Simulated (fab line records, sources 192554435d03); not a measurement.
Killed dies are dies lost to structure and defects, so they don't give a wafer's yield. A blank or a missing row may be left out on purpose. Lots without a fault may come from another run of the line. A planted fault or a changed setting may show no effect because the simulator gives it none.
Which tool did it? | flow n5_finfet | 12 lots, 34 wafers sampled, at 8 steps of a route of 1938

WHAT THE GAUGES READ, wafer by wafer
N5_BEOL_M11_OCD_MEAS_38.
lot  | measured     | on     | trench_depth_nm (nm)
L999 | day 10 13:22 | ocd-01 | 146.1 149.7 147.7
L100 | day 10 17:10 | ocd-02 | 150.8 150.6 143.9
L101 | day 11 07:13 | ocd-01 | 151.0 148.5 151.8
L102 | day 11 11:59 | ocd-02 | 146.6 151.7 150.1
L103 | day 11 18:36 | ocd-01 | 152.3 145.4 151.2
L107 | day 13 03:49 | ocd-02 | 105.1 149.1
L108 | day 13 13:14 | ocd-01 | 107.1 106.3 143.4
L110 | day 13 16:28 | ocd-02 | 106.6 149.0
L116 | day 15 09:59 | ocd-01 | 149.2 147.4 148.8
L121 | day 16 02:31 | ocd-01 | 153.1 149.6 148.9
L118 | day 16 06:05 | ocd-02 | 151.0 148.0 149.7
L120 | day 16 09:58 | ocd-01 | 153.6 152.0 153.6

N5_BEOL_M11_THK_MEAS_53: measures by xrf.
lot  | measured     | on            | M11_THK (nm)
L999 | day 10 15:23 | film_metro-02 | 137 140 139
L100 | day 10 20:35 | film_metro-02 | 139 139 135
L101 | day 11 10:50 | film_metro-02 | 143 141 144
L102 | day 11 14:47 | film_metro-02 | 138 143 141
L103 | day 11 21:40 | film_metro-02 | 144 137 142
L107 | day 13 06:36 | film_metro-01 | 95 139
L108 | day 13 15:37 | film_metro-02 | 99 99 136
L110 | day 13 18:40 | film_metro-01 | 99 140
L116 | day 15 12:34 | film_metro-01 | 140 138 140
L121 | day 16 04:50 | film_metro-01 | 146 143 141
L118 | day 16 08:52 | film_metro-01 | 143 138 141
L120 | day 16 13:28 | film_metro-01 | 147 143 146

N5_BEOL_M11_RS_MEAS_57: measures by four-point-probe.
lot  | measured     | on            | M11_RS (ohm/sq)
L999 | day 10 15:31 | film_metro-01 | 0.153 0.150 0.151
L100 | day 10 20:43 | film_metro-01 | 0.150 0.151 0.157
L101 | day 11 10:58 | film_metro-02 | 0.148 0.151 0.147
L102 | day 11 14:57 | film_metro-02 | 0.153 0.146 0.149
L103 | day 11 21:47 | film_metro-01 | 0.147 0.155 0.149
L107 | day 13 06:45 | film_metro-02 | 0.231 0.150
L108 | day 13 15:45 | film_metro-02 | 0.221 0.222 0.155
L110 | day 13 18:47 | film_metro-01 | 0.223 0.150
L116 | day 15 12:42 | film_metro-01 | 0.150 0.153 0.151
L121 | day 16 04:57 | film_metro-01 | 0.145 0.148 0.150
L118 | day 16 08:59 | film_metro-01 | 0.149 0.154 0.151
L120 | day 16 13:35 | film_metro-02 | 0.144 0.148 0.145

N5_BEOL_M15_RC_MEAS_101.
lot  | measured     | on        | COMB_M10 (S/m)             | COMB_M10_max_site (S/m) | COMB_M12 (S/m)          | COMB_M13 (S/m)          | COMB_M14 (S/m)          | COMB_M15 (S/m)          | COMB_M5 (S/m)           | COMB_M6 (S/m)           | COMB_M7 (S/m)           | COMB_M8 (S/m)           | COMB_M8_max_site (S/m)  | COMB_M9 (S/m)           | SERP_M10 (ohm/um) | SERP_M10_max_site (ohm/um) | SERP_M11 (ohm/um) | SERP_M11_max_site (ohm/um) | SERP_M12 (ohm/um) | SERP_M13 (ohm/um) | SERP_M13_max_site (ohm/um) | SERP_M14 (ohm/um) | SERP_M5 (ohm/um) | SERP_M6 (ohm/um) | SERP_M7 (ohm/um) | SERP_M8 (ohm/um) | SERP_M9 (ohm/um)
L999 | day 11 21:53 | prober-01 | 2.04e-11 1.48e-11 1.41e-11 | 2.8e-11 2e-11 2.1e-11   | 6.7e-12 7.9e-12 6.9e-12 | 4.4e-12 7.2e-12 5e-12   | 3.7e-12 3.6e-12 4.2e-12 | 2.7e-12 2.4e-12 3.9e-12 | 3.8e-11 3.8e-11 4.3e-11 | 2.4e-11 1.6e-11 2.3e-11 | 1.8e-11 2.7e-11 2.4e-11 | 3.5e-11 2.6e-11 2.5e-11 | 6.1e-11 3.6e-11 3.1e-11 | 1.3e-11 1.3e-11 1.4e-11 | 2.98 3.11 3.03    | 3.10 3.15 3.07             | 3.09 3.09 3.03    | 3.13 3.14 3.11             | 0.636 0.616 0.628 | 0.320 0.307 0.312 | 0.323 0.311 0.316          | 0.161 0.157 0.154 | 38.9 39.5 38.9   | 13.4 14.3 14.4   | 14.3 13.9 13.6   | 14.2 14.5 14.5   | 3.01 3.08 3.18
L100 | day 11 21:50 | prober-02 | 1.04e-11 1.37e-11 1.27e-11 | 1.6e-11 1.7e-11 1.7e-11 | 3.4e-12 4.1e-12 5.2e-12 | 4.5e-12 3.8e-12 5.8e-12 | 3.1e-12 3.9e-12 3.4e-12 | 1.6e-12 1.3e-12 1.3e-12 | 4.3e-11 2.7e-11 1.9e-11 | 2.6e-11 2.4e-11 4.1e-11 | 3.3e-11 2.4e-11 2.2e-11 | 2.6e-11 1.9e-11 2.2e-11 | 4.4e-11 3.7e-11 3.5e-11 | 1.1e-11 1.5e-11 9e-12   | 2.99 3.04 3.12    | 3.04 3.09 3.36             | 3.07 3.16 3.30    | 3.18 3.22 3.35             | 0.597 0.620 0.664 | 0.302 0.320 0.313 | 0.305 0.323 0.318          | 0.167 0.161 0.165 | 37.1 38.5 36.6   | 14.3 13.6 13.8   | 13.5 14.0 12.7   | 13.6 14.3 14.2   | 3.11 3.01 2.99
L101 | day 12 12:27 | prober-01 | 1.48e-11 1.38e-11 1.34e-11 | 1.8e-11 1.9e-11 1.8e-11 | 7e-12 9.8e-12 8.1e-12   | 3.5e-12 4.8e-12 5.8e-12 | 3.6e-12 3.6e-12 2.8e-12 | 2.8e-12 2.7e-12 2.4e-12 | 5.7e-11 4.3e-11 4.9e-11 | 2.2e-11 2.3e-11 3e-11   | 2e-11 2.3e-11 2.3e-11   | 3.6e-11 2.5e-11 2.5e-11 | 4.3e-11 3.1e-11 3.3e-11 | 1.3e-11 1.1e-11 1.5e-11 | 3.10 3.03 2.99    | 3.18 3.06 3.01             | 2.98 3.03 2.93    | 3.07 3.09 2.99             | 0.627 0.620 0.622 | 0.315 0.311 0.312 | 0.318 0.314 0.314          | 0.163 0.159 0.164 | 41.1 38.9 41.4   | 14.3 14.1 14.5   | 14.2 13.5 13.3   | 13.6 13.7 14.8   | 2.95 3.12 3.07
L102 | day 12 16:20 | prober-02 | 1.23e-11 1.41e-11 1.18e-11 | 1.9e-11 1.8e-11 2e-11   | 5.7e-12 5.1e-12 6.2e-12 | 3.5e-12 5e-12 3.9e-12   | 2.2e-12 3.1e-12 2.8e-12 | 1.6e-12 1e-12 1.3e-12   | 3.2e-11 3.9e-11 4.1e-11 | 3.3e-11 2.8e-11 2.7e-11 | 1.9e-11 2e-11 1.7e-11   | 2.3e-11 2.7e-11 2.5e-11 | 3.5e-11 3.5e-11 3.5e-11 | 1.3e-11 1.6e-11 1.8e-11 | 3.03 3.08 2.94    | 3.10 3.17 2.99             | 3.04 2.97 3.00    | 3.20 3.07 3.16             | 0.652 0.630 0.633 | 0.321 0.320 0.322 | 0.324 0.323 0.327          | 0.160 0.170 0.165 | 39.7 39.4 40.6   | 13.7 13.7 13.7   | 14.4 13.6 14.2   | 14.0 13.2 13.6   | 3.01 2.88 3.01
L103 | day 12 23:30 | prober-02 | 1.68e-11 1.53e-11 1.77e-11 | 2.3e-11 2.7e-11 3e-11   | 4.8e-12 5.2e-12 6.7e-12 | 4.5e-12 3.4e-12 2.3e-12 | 3e-12 1.4e-12 2.7e-12   | 1.7e-12 2.2e-12 1.1e-12 | 5.3e-11 4.3e-11 3.9e-11 | 3.1e-11 2.5e-11 2.4e-11 | 1.8e-11 1.9e-11 2e-11   | 2e-11 2.3e-11 2.6e-11   | 2.6e-11 3.2e-11 3.4e-11 | 1e-11 1.2e-11 1.6e-11   | 3.04 3.02 3.04    | 3.21 3.24 3.10             | 2.98 3.13 3.06    | 3.03 3.23 3.13             | 0.638 0.615 0.653 | 0.316 0.311 0.312 | 0.319 0.317 0.315          | 0.160 0.159 0.159 | 38.1 38.5 40.2   | 14.0 14.9 14.0   | 13.9 14.6 14.1   | 14.0 14.5 12.9   | 3.08 3.18 3.06
L107 | day 14 13:28 | prober-02 | 1.29e-11 1.18e-11          | 2.5e-11 1.5e-11         | 6.9e-12 5e-12           | 5.8e-12 5.5e-12         | 3.3e-12 3.6e-12         | 3e-12 3.2e-12           | 3.8e-11 3.4e-11         | 3.2e-11 2.7e-11         | 3.1e-11 3.3e-11         | 1.9e-11 2.4e-11         | 2.5e-11 3.4e-11         | 1.9e-11 1.8e-11         | 2.97 2.93         | 3.01 2.96                  | 4.71 3.07         | 4.79 3.16                  | 0.638 0.601       | 0.320 0.317       | 0.322 0.322                | 0.163 0.166       | 38.2 38.6        | 14.6 14.8        | 14.4 14.1        | 15.1 14.1        | 3.18 2.98
L108 | day 14 20:41 | prober-01 | 2.08e-11 1.81e-11 1.22e-11 | 2.5e-11 2.4e-11 1.6e-11 | 6.1e-12 7.6e-12 7.9e-12 | 5.3e-12 4.3e-12 4.1e-12 | 4.5e-12 3.8e-12 3.5e-12 | 4.1e-12 2.1e-12 4e-12   | 3.1e-11 2.5e-11 3.6e-11 | 2.6e-11 2.2e-11 2.7e-11 | 3.2e-11 3e-11 2.4e-11   | 3.2e-11 2e-11 4.3e-11   | 4.2e-11 3.1e-11 5.1e-11 | 1.5e-11 2e-11 1.4e-11   | 3.01 3.17 2.99    | 3.04 3.29 3.09             | 4.42 4.53 3.16    | 4.52 4.57 3.24             | 0.630 0.654 0.652 | 0.312 0.318 0.310 | 0.314 0.322 0.312          | 0.153 0.160 0.155 | 37.1 38.6 37.3   | 13.5 14.4 13.4   | 13.3 13.8 12.9   | 14.0 13.7 13.6   | 3.30 3.12 3.04
L110 | day 14 23:20 | prober-02 | 8.3e-12 1.3e-11            | 1.5e-11 2.4e-11         | 7.6e-12 6.7e-12         | 3.3e-12 4.4e-12         | 2.9e-12 3.4e-12         | 1.7e-12 1.6e-12         | 4.2e-11 3.9e-11         | 3e-11 2.2e-11           | 2.9e-11 3e-11           | 2.6e-11 1.9e-11         | 3.7e-11 3.2e-11         | 1.5e-11 1.3e-11         | 2.95 3.16         | 3.02 3.25                  | 4.50 3.09         | 4.55 3.15                  | 0.608 0.631       | 0.322 0.308       | 0.325 0.309                | 0.164 0.161       | 37.6 39.8        | 13.6 12.8        | 12.7 13.3        | 14.2 13.5        | 3.08 2.94
L116 | day 16 16:56 | prober-01 | 1.31e-11 1.54e-11 1.55e-11 | 1.5e-11 2.3e-11 2.6e-11 | 7e-12 6.9e-12 5.4e-12   | 6.1e-12 6.2e-12 7.4e-12 | 4.2e-12 4.3e-12 4.5e-12 | 3.9e-12 2.8e-12 3.5e-12 | 4.3e-11 4.4e-11 5e-11   | 1.7e-11 1.7e-11 2.1e-11 | 3.3e-11 3.4e-11 1.8e-11 | 2.5e-11 2.5e-11 3e-11   | 3.5e-11 3.2e-11 3.6e-11 | 1.6e-11 2.2e-11 1.6e-11 | 3.10 3.06 3.15    | 3.17 3.14 3.24             | 3.00 3.06 3.12    | 3.07 3.16 3.19             | 0.600 0.632 0.599 | 0.308 0.314 0.308 | 0.310 0.316 0.310          | 0.163 0.165 0.161 | 37.5 39.3 37.6   | 14.9 15.5 15.0   | 13.4 14.1 13.6   | 13.5 14.8 15.0   | 3.00 2.99 2.97
L121 | day 17 16:45 | prober-02 | 1.13e-11 1.32e-11 1.74e-11 | 1.8e-11 1.5e-11 2.2e-11 | 5.6e-12 6.7e-12 3.9e-12 | 2.8e-12 2.7e-12 3.5e-12 | 3.9e-12 3.4e-12 3.1e-12 | 2.6e-12 1.2e-12 1.1e-12 | 4.8e-11 3.7e-11 3.8e-11 | 2.7e-11 1.5e-11 1.9e-11 | 2.1e-11 2.2e-11 3.2e-11 | 2.4e-11 2.6e-11 1.9e-11 | 3.1e-11 3.6e-11 3.2e-11 | 1.3e-11 1.2e-11 1.3e-11 | 3.09 3.03 3.16    | 3.18 3.16 3.21             | 2.92 3.01 3.12    | 2.97 3.13 3.21             | 0.630 0.629 0.650 | 0.314 0.316 0.313 | 0.318 0.318 0.315          | 0.162 0.164 0.161 | 39.9 35.9 38.3   | 14.8 14.5 13.7   | 13.2 14.1 13.6   | 13.4 13.8 14.5   | 3.01 3.00 2.97
L118 | day 17 17:41 | prober-02 | 1.27e-11 1.29e-11 1.32e-11 | 1.8e-11 1.8e-11 1.7e-11 | 3.9e-12 7e-12 5.4e-12   | 2.6e-12 4.4e-12 3.2e-12 | 2.8e-12 2.9e-12 2.2e-12 | 1.2e-12 1.5e-12 1.6e-12 | 3.8e-11 3.6e-11 3.1e-11 | 3.4e-11 4.3e-11 1.9e-11 | 2.5e-11 2.1e-11 1.7e-11 | 2.5e-11 3.8e-11 2.3e-11 | 3.1e-11 6e-11 4.1e-11   | 1.5e-11 1.5e-11 1.1e-11 | 3.05 3.09 3.12    | 3.12 3.14 3.29             | 3.01 3.14 3.05    | 3.11 3.29 3.11             | 0.611 0.609 0.606 | 0.321 0.298 0.306 | 0.323 0.301 0.309          | 0.165 0.161 0.162 | 35.6 38.5 37.3   | 13.7 14.2 14.3   | 12.7 13.1 13.3   | 12.9 13.8 12.1   | 2.97 2.98 3.20
L120 | day 18 02:34 | prober-02 | 1.31e-11 1.73e-11 1.72e-11 | 2e-11 2.5e-11 2.7e-11   | 5.5e-12 5.2e-12 4.3e-12 | 5.3e-12 5.1e-12 4.2e-12 | 2e-12 4.3e-12 2.9e-12   | 2e-12 2.4e-12 2.2e-12   | 3.6e-11 2.7e-11 5.6e-11 | 2e-11 2.4e-11 3.2e-11   | 2e-11 2e-11 2.2e-11     | 2.9e-11 1.9e-11 2.4e-11 | 3.6e-11 2.7e-11 3.3e-11 | 1.6e-11 1.2e-11 1.4e-11 | 3.10 3.14 3.18    | 3.26 3.17 3.25             | 2.96 3.08 3.00    | 3.05 3.14 3.03             | 0.640 0.635 0.640 | 0.306 0.320 0.317 | 0.309 0.324 0.320          | 0.155 0.159 0.155 | 41.2 40.4 38.4   | 14.9 14.5 14.3   | 13.0 13.4 13.4   | 14.1 15.2 14.2   | 3.02 3.05 2.97

WHICH TOOL RAN EACH LOT (tool, then ch and the chambers of the sampled wafers, then the start)
lot  | N5_BEOL_M11_STRIP_36               | N5_BEOL_M11_TRENCH_ETCH_37         | N5_BEOL_M11_ETCH_41                           | N5_BEOL_M11_ALD_74
L999 | rie_diel-05 ch 0,2, day 10 13:08   | rie_diel-05 ch 0,2, day 10 13:11   | rie_diel-05 ch 0,2, day 10 13:22 or earlier   | ald_metal-01 ch 0,2,3, day 10 14:01
L100 | rie_diel-06 ch 1,2,3, day 10 16:57 | rie_diel-06 ch 1,2,3, day 10 16:59 | rie_diel-06 ch 1,2,3, day 10 17:10 or earlier | ald_metal-04 ch 0,2,3, day 10 18:26
L101 | rie_diel-05 ch 2,3, day 11 06:59   | rie_diel-05 ch 2,3, day 11 07:01   | rie_diel-05 ch 2,3, day 11 07:13 or earlier   | ald_metal-04 ch 0,1,3, day 11 09:26
L102 | rie_diel-02 ch 0,1,3, day 11 11:46 | rie_diel-02 ch 0,1,3, day 11 11:48 | rie_diel-02 ch 0,1,3, day 11 11:59 or earlier | ald_metal-02 ch 2,3, day 11 12:46
L103 | rie_diel-06 ch 1,2,3, day 11 18:23 | rie_diel-06 ch 1,2,3, day 11 18:25 | rie_diel-06 ch 1,2,3, day 11 18:36 or earlier | ald_metal-04 ch 0,1,2, day 11 20:07
L107 | rie_diel-06 ch 1,3, day 13 03:35   | rie_diel-06 ch 1,3, day 13 03:37   | rie_diel-06 ch 1,3, day 13 03:49 or earlier   | ald_metal-01 ch 2,3, day 13 04:47
L108 | rie_diel-06 ch 0,1,3, day 13 13:00 | rie_diel-06 ch 0,1,3, day 13 13:02 | rie_diel-06 ch 0,1,3, day 13 13:14 or earlier | ald_metal-02 ch 0,1, day 13 14:12
L110 | rie_diel-06 ch 1,3, day 13 16:14   | rie_diel-06 ch 1,3, day 13 16:17   | rie_diel-06 ch 1,3, day 13 16:28 or earlier   | ald_metal-02 ch 1, day 13 17:14
L116 | rie_diel-05 ch 1,2, day 15 09:45   | rie_diel-05 ch 1,2, day 15 09:47   | rie_diel-05 ch 1,2, day 15 09:59 or earlier   | ald_metal-04 ch 1,3, day 15 10:46
L121 | rie_diel-05 ch 0,2, day 16 02:17   | rie_diel-05 ch 0,2, day 16 02:20   | rie_diel-05 ch 0,2, day 16 02:31 or earlier   | ald_metal-02 ch 1,3, day 16 03:10
L118 | rie_diel-02 ch 0,2,3, day 16 05:52 | rie_diel-02 ch 0,2,3, day 16 05:55 | rie_diel-02 ch 0,2,3, day 16 06:05 or earlier | ald_metal-04 ch 0,1, day 16 06:45
L120 | rie_diel-06 ch 2,3, day 16 09:44   | rie_diel-06 ch 2,3, day 16 09:47   | rie_diel-06 ch 2,3, day 16 09:58 or earlier   | ald_metal-01 ch 0,1,2, day 16 10:38
- N5_BEOL_M11_STRIP_36: strips in N2/H2.
- N5_BEOL_M11_TRENCH_ETCH_37: etches SiCOH lowk in C4F6/O2, target depth 148.83 nm, time 48 s.
- N5_BEOL_M11_ETCH_41: etches SiCN in CH3F/O2, target depth 42.6 nm, time 86 s.
- N5_BEOL_M11_ALD_74: deposits TaN, target thk 2 nm, pulse time 2 s, purge time 3 s.

WHAT THE TOOLS THEMSELVES READ (means of the sampled wafers that have a number; where no wafer has one, the mark that the record gives instead)
N5_BEOL_M11_STRIP_36.
lot  | tool        | drypump_motor_current_A (A) | oes_product_au (a.u.) | rf_vpp_V (V) | showerhead_plenum_p_Torr (Torr) | throttle_valve_pct (%)
L999 | rie_diel-05 | 5.4                         | 0.74                  | 58.7         | 2.48                            | 23.5
L100 | rie_diel-06 | 5.7                         | 0.84                  | 58.7         | 2.55                            | 23.4
L101 | rie_diel-05 | 5.6                         | 0.75                  | 61.7         | 2.47                            | 23.4
L102 | rie_diel-02 | 5.8                         | 0.80                  | 59.5         | 2.59                            | 23.8
L103 | rie_diel-06 | 5.7                         | 0.83                  | 58.5         | 2.55                            | 23.4
L107 | rie_diel-06 | 5.6                         | 0.89                  | 61.5         | 2.57                            | 23.2
L108 | rie_diel-06 | 5.5                         | 0.82                  | 59.5         | 2.51                            | 23.5
L110 | rie_diel-06 | 5.7                         | 0.88                  | 58.6         | 2.57                            | 23.3
L116 | rie_diel-05 | 5.7                         | 0.73                  | 58.8         | 2.48                            | 23.4
L121 | rie_diel-05 | 5.5                         | 0.78                  | 58.5         | 2.47                            | 23.6
L118 | rie_diel-02 | 6.1                         | 0.83                  | 55.7         | 2.56                            | 23.6
L120 | rie_diel-06 | 5.7                         | 0.92                  | 60.2         | 2.56                            | 23.4

N5_BEOL_M11_TRENCH_ETCH_37.
lot  | tool        | bias_w (W) | drypump_motor_current_A (A) | oes_ar_750_au (a.u.) | oes_product_au (a.u.) | rf_vpp_V (V) | showerhead_plenum_p_Torr (Torr) | throttle_valve_pct (%)
L999 | rie_diel-05 | 185.1      | 5.4                         | 0.74                 | 0.74                  | 665          | 2.80                            | 20.96
L100 | rie_diel-06 | 185.1      | 5.7                         | 0.84                 | 0.84                  | 667          | 2.87                            | 20.88
L101 | rie_diel-05 | 184.9      | 5.6                         | 0.75                 | 0.75                  | 656          | 2.80                            | 20.94
L102 | rie_diel-02 | 185.6      | 5.8                         | 0.81                 | 0.81                  | 644          | 2.90                            | 20.97
L103 | rie_diel-06 | 185.5      | 5.7                         | 0.84                 | 0.83                  | 667          | 2.87                            | 20.90
L107 | rie_diel-06 | 185.2      | 5.7                         | 0.89                 | 0.79                  | 673          | 2.89                            | 20.73
L108 | rie_diel-06 | 184.3      | 5.5                         | 0.82                 | 0.71                  | 664          | 2.82                            | 20.79
L110 | rie_diel-06 | 184.9      | 5.7                         | 0.88                 | 0.79                  | 674          | 2.88                            | 20.75
L116 | rie_diel-05 | 184.9      | 5.7                         | 0.74                 | 0.73                  | 657          | 2.80                            | 20.87
L121 | rie_diel-05 | 185.0      | 5.4                         | 0.79                 | 0.79                  | 664          | 2.78                            | 20.92
L118 | rie_diel-02 | 185.4      | 6.1                         | 0.84                 | 0.83                  | 651          | 2.89                            | 20.94
L120 | rie_diel-06 | 184.9      | 5.7                         | 0.92                 | 0.93                  | 670          | 2.89                            | 20.94

N5_BEOL_M11_ETCH_41.
lot  | tool        | CH3F_flow_sccm (sccm) | bias_w (W) | drypump_motor_current_A (A) | oes_product_au (a.u.) | rf_vpp_V (V) | showerhead_plenum_p_Torr (Torr) | throttle_valve_pct (%)
L999 | rie_diel-05 | 29.95                 | 75.12      | 5.4                         | 0.74                  | 296.5        | 1.96                            | 16.36
L100 | rie_diel-06 | 29.91                 | 75.04      | 5.7                         | 0.84                  | 297.2        | 2.02                            | 16.27
L101 | rie_diel-05 | 30.08                 | 75.00      | 5.6                         | 0.74                  | 296.5        | 1.97                            | 16.35
L102 | rie_diel-02 | 29.94                 | 74.91      | 5.8                         | 0.80                  | 299.1        | 2.04                            | 16.36
L103 | rie_diel-06 | 30.00                 | 75.23      | 5.7                         | 0.83                  | 298.1        | 2.01                            | 16.29
L107 | rie_diel-06 | 30.00                 | 75.06      | 5.7                         | 0.90                  | 297.6        | 2.03                            | 16.16
L108 | rie_diel-06 | 29.99                 | 74.81      | 5.5                         | 0.82                  | 297.8        | 1.98                            | 16.25
L110 | rie_diel-06 | 30.02                 | 74.95      | 5.7                         | 0.88                  | 298.9        | 2.03                            | 16.17
L116 | rie_diel-05 | 30.01                 | 74.78      | 5.7                         | 0.74                  | 296.2        | 1.96                            | 16.29
L121 | rie_diel-05 | 30.04                 | 75.02      | 5.4                         | 0.79                  | 297.1        | 1.95                            | 16.30
L118 | rie_diel-02 | 30.08                 | 75.15      | 6.0                         | 0.83                  | 298.4        | 2.03                            | 16.28
L120 | rie_diel-06 | 29.95                 | 74.90      | 5.7                         | 0.93                  | 297.3        | 2.03                            | 16.25

N5_BEOL_M11_ALD_74.
lot  | tool         | heater_power_w (W)
L999 | ald_metal-01 | 406
L100 | ald_metal-04 | 464
L101 | ald_metal-04 | 465
L102 | ald_metal-02 | 406
L103 | ald_metal-04 | 440
L107 | ald_metal-01 | 400
L108 | ald_metal-02 | 483
L110 | ald_metal-02 | 504
L116 | ald_metal-04 | 497
L121 | ald_metal-02 | 418
L118 | ald_metal-04 | 436
L120 | ald_metal-01 | 418

THE ANSWER, worked out from the rows above alone
Rule: what is usual is taken from the lots themselves. Put in order of their means at a reading, lots are off if they are a third of the lots or fewer, leave a main group of 4 or more, and stand apart from it by a gap of 3 or more times the standard deviation of the main group's means; of several such gaps the widest counts. A main group whose means are all the same, to the digits that the tables above print for the reading, isn't used. A lot without any number at a reading at which 4 lots or more have one is off too. The other lots that the step has rows for count as sound. The gauges are gone through in route order, then the tools' own readings, and for those a lot's mean is taken as printed above. The first step at which some lot is off is used, and at that step the reading that is off furthest; a lot without a number counts as furthest.
Off: L107, L108, L110, at N5_BEOL_M11_OCD_MEAS_38 (trench_depth_nm). The main group: mean 149.7 nm, standard deviation 1.5.
A tool fits if, at a process step before that reading, it ran every lot that is off, and no sound lot after the first of them. The gauges at N5_BEOL_M11_OCD_MEAS_38 aren't tried: what is off there is off at N5_BEOL_M11_THK_MEAS_53 too, on other tools, and a gauge's error can't cause that. N5_BEOL_M11_ETCH_41 gives no start for some lots, so the hours and the order of its lots are those of N5_BEOL_M11_OCD_MEAS_38. None of those tried fits.

WHAT THE SIMULATOR HAD PUT IN
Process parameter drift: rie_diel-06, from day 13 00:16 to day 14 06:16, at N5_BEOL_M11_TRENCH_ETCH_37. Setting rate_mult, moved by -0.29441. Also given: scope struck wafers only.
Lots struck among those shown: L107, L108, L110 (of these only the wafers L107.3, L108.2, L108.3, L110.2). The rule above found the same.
